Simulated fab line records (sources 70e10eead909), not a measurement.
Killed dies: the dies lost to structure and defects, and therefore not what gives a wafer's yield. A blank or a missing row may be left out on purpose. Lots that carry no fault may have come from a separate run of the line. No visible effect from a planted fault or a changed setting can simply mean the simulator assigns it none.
Struck lot and sound lot, side by side | flow nand harc | 15 out of 1302 route steps
Sound: the wafers L332.2, L332.3, L332.4. Struck: wafers L339.2, L339.5 (left out: L339.3, a lot-mate that was not struck); the cause follows at the end.
Order at every step that has rows: each side's tool, ch and its chambers, its first start. Under that, the readings that differ: sound wafers | struck wafers | difference of the means | sigmas: that difference in standard deviations of wafers without a fault.
alike: words and numbers the same on both sides, and readings whose means are apart by under 2 such deviations; not compared: readings that were withheld, readings missing a value for some wafer, numbers with overlapping values and no deviation given by the record, and bounds like >300 which may hide the same value.
A row with sigmas, a row that says differs or no value, or rows on one side alone: a step with any of these is where the two part. Numbers that have no deviation but don't overlap get no sigmas and don't part them. A reading missing from all wafers of one side parts the sides only when that side holds two or more wafers.

NHARC_P_CONTACT_ETCH_35: etches the open film in CF4, target depth 39 nm, time 65 s.
  sound on rie diel-05 ch 0,1,3, day 6 03:43; struck on rie diel-11 ch 0, day 8 18:03
  reading                     | sound          | struck    | difference | sigmas
  drypump motor current A (A) | 5.64 5.38 5.79 | 6.22 6.26 | +0.64      | +2
  alike: oes product au, rf vpp V, showerhead plenum p Torr, throttle valve pct
  not compared: rf hours counter h
then, 1 step without rows for these wafers: NHARC_P_CONTACT_ETCH_36 (etches the open film in N2/H2, target depth 260 nm, time 406.25 s).
NHARC_P_CONTACT_ETCH_18: etches the open film in C4F8/O2/Ar, target depth 481 nm, time 240.5 s.
  sound: rie diel-05 ch 0,1,2; struck: rie diel-11 ch 0,2
  alike: oes product au, rf vpp V
  not compared: rf hours counter h
then, 2 steps without rows for these wafers: NHARC_P_CONTACT_STRIP_37 (strips in C4F8/O2/Ar); NHARC_P_CONTACT_ETCH_31 (etches the open film in CH3F/O2, target depth 30 nm, time 85.7 s).
NHARC_P_CONTACT_CD_MEAS_19:
  sound on cd sem-03 at day 6 04:31; struck on cd sem-01 at day 8 18:50
  alike: cd nm
then, 2 steps without rows for these wafers: NHARC_P_CONTACT_STRIP_28 (strips in O2); NHARC_P_CONTACT_STRIP_29 (strips in post etch residue remover, time 1200 s).
NHARC_P_CONTACT_DEGAS_38: time 60 s.
  sound on pvd sputter-03 at day 6 05:15; struck on pvd sputter-02 at day 8 19:32
  alike: heater power w
then, 1 step without rows for these wafers: NHARC_P_CONTACT_PRE_CLEAN_39 (time 19.5 s).
NHARC_P_CONTACT_PVD_32: deposits Ti, target thk 5 nm, time 17.7 s.
  sound on pvd sputter-03; struck on pvd sputter-02
  alike: throttle valve pct
NHARC_P_CONTACT_ALD_22: deposits TiN, target thk 3 nm, pulse time 1 s, ald cycles 150.
  sound on ald metal-03 ch 0,2,3, day 6 05:29; struck on ald metal-03 ch 0, day 8 19:47
  alike: heater power w, precursor pulse height rel
NHARC_P_CONTACT_CVD_23: deposits W, target thk 200 nm, time 557 s.
  sound on cvd w-01 ch 0,1, day 6 05:47; struck on cvd w-02 ch 0, day 8 20:01
  alike: heater power w, throttle valve pct
NHARC_P_CONTACT_CMP_24: polishes, t overpolish 30 s, target thk 200 nm.
  sound on cmp-03 ch 1,2,3, day 6 06:20; struck on cmp-03 ch 0, day 8 20:40
  reading                | sound    | struck | difference | sigmas
  time to endpoint s (s) | 37 37 29 | 25 27  | -8         | -2
  alike: motor current A, overpolish run s
after that, 1 step had no rows for these wafers: NHARC_END_SORT_01.

== WHERE THEY PART ==
First at NHARC_P_CONTACT_ETCH_35; last, within this record, at NHARC_P_CONTACT_CMP_24.

WHY: what had been put in by the simulator
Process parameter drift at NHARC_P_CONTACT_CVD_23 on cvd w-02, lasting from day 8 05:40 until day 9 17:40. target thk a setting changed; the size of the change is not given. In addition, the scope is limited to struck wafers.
